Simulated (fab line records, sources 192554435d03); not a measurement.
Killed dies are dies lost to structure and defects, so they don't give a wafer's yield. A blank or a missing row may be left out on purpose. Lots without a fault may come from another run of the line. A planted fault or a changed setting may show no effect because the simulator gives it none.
Which tool did it? | flow n5_finfet | 9 lots, 27 wafers sampled, at 1 step of a route of 1938

WHAT THE GAUGES READ, wafer by wafer
N5_BEOL_M4_RC_MEAS_101. Usual: DIBL_N 35.9 mV/V, standard deviation 1.7; DIBL_P 36.0 mV/V, standard deviation 2.2; IOFF_N 0.16 nA/um, standard deviation 0.031; IOFF_P 0.21 nA/um, standard deviation 0.039; ION_N 678 uA/um, standard deviation 13; ION_P 464 uA/um, standard deviation 8.8; SS_N 71.5 mV/dec, standard deviation 0.61; SS_P 73.2 mV/dec, standard deviation 0.68; VT_N 249 mV, standard deviation 3.3; VT_P -250 mV, standard deviation 3.8.
lot  | measured     | on        | DIBL_N (mV/V)  | DIBL_P (mV/V)  | IOFF_N (nA/um) | IOFF_P (nA/um) | ION_N (uA/um) | ION_P (uA/um) | SS_N (mV/dec)  | SS_P (mV/dec)  | VT_N (mV)   | VT_P (mV)      | flag
L400 | day 9 16:58  | prober-01 | 34.3 37.9 34.6 | 35.4 38.9 34.2 | 0.15 0.21 0.14 | 0.19 0.26 0.18 | 688 702 678   | 478 479 462   | 71.3 72.8 71.8 | 73.7 74.1 72.8 | 247 243 249 | -252 -248 -253 |
L401 | day 10 01:32 | prober-01 | 38.3 39.5 38.3 | 38.9 39.3 38.3 | 0.19 0.22 0.18 | 0.23 0.24 0.22 | 684 681 672   | 459 459 453   | 71.8 72.5 71.8 | 74.7 74.4 73.9 | 250 247 249 | -252 -253 -253 |
L402 | day 10 03:59 | prober-01 | 36.7 35.5 35.9 | 38.4 36.3 38.2 | 0.18 0.17 0.17 | 0.24 0.21 0.24 | 668 678 661   | 456 463 458   | 71.8 71.5 72.1 | 73.2 73.5 74.4 | 248 251 248 | -246 -247 -247 |
L403 | day 10 10:39 | prober-01 | 34.1 36.3 34.5 | 34.7 36.6 34.4 | 0.13 0.16 0.13 | 0.17 0.19 0.16 | 665 679 664   | 454 457 451   | 71.1 71.4 71.0 | 72.4 72.9 72.5 | 252 248 251 | -252 -251 -254 |
L404 | day 10 16:56 | prober-02 | 35.4 40.4 37.8 | 33.1 40.4 35.9 | 0.14 0.26 0.18 | 0.18 0.31 0.21 | 689 717 681   | 467 480 462   | 71.3 72.2 72.4 | 71.7 73.7 73.5 | 249 241 247 | -250 -245 -248 |
L405 | day 10 19:24 | prober-02 | 36.7 39.1 36.3 | 37.8 40.6 37.5 | 0.17 0.20 0.16 | 0.21 0.27 0.22 | 673 675 666   | 458 466 463   | 71.7 71.5 71.2 | 73.6 74.3 73.8 | 248 245 247 | -250 -247 -252 |
L407 | day 11 21:42 | prober-02 | 34.3 37.3 35.8 | 35.5 39.1 36.8 | 0.17 0.22 0.19 | 0.20 0.27 0.22 | 677 689 693   | 457 468 464   | 71.5 72.8 72.2 | 73.0 73.9 72.6 | 249 245 248 | -249 -247 -250 |
L415 | day 13 22:55 | prober-02 | 32.6 34.8 34.6 | 34.7 36.8 36.9 | 0.13 0.17 0.16 | 0.21 0.23 0.25 | 678 685 674   | 471 472 466   | 71.6 72.3 72.4 | 72.8 73.4 74.2 | 253 249 251 | -248 -250 -248 |
L416 | day 14 02:04 | prober-02 | 34.9 38.4 34.8 | 33.1 38.7 33.7 | 0.13 0.20 0.13 | 0.17 0.25 0.17 | 681 688 690   | 462 463 465   | 71.8 72.1 70.8 | 73.0 73.7 72.6 | 251 245 250 | -252 -249 -254 |

WHICH TOOL RAN EACH LOT (tool, then ch and the chambers of the sampled wafers, then the start)
The record holds no process step before these readings.

WHAT THE TOOLS THEMSELVES READ (means of the sampled wafers that have a number; where no wafer has one, the mark that the record gives instead)
The record holds no such reading with a usual standard deviation.

THE ANSWER, worked out from the rows above alone
Rule: a lot is off if the mean of its wafers that have a number lies more than 3 standard deviations from the usual mean. A lot without any number at a reading at which 4 lots or more have one is off too. The other lots that the step has rows for count as sound. The gauges are gone through in route order, then the tools' own readings, and for those a lot's mean is taken as printed above. The first step at which some lot is off is used, and at that step the reading that is off furthest; a lot without a number counts as furthest.
No lot is off at any reading shown: from this, nothing can be told.

WHAT THE SIMULATOR HAD PUT IN
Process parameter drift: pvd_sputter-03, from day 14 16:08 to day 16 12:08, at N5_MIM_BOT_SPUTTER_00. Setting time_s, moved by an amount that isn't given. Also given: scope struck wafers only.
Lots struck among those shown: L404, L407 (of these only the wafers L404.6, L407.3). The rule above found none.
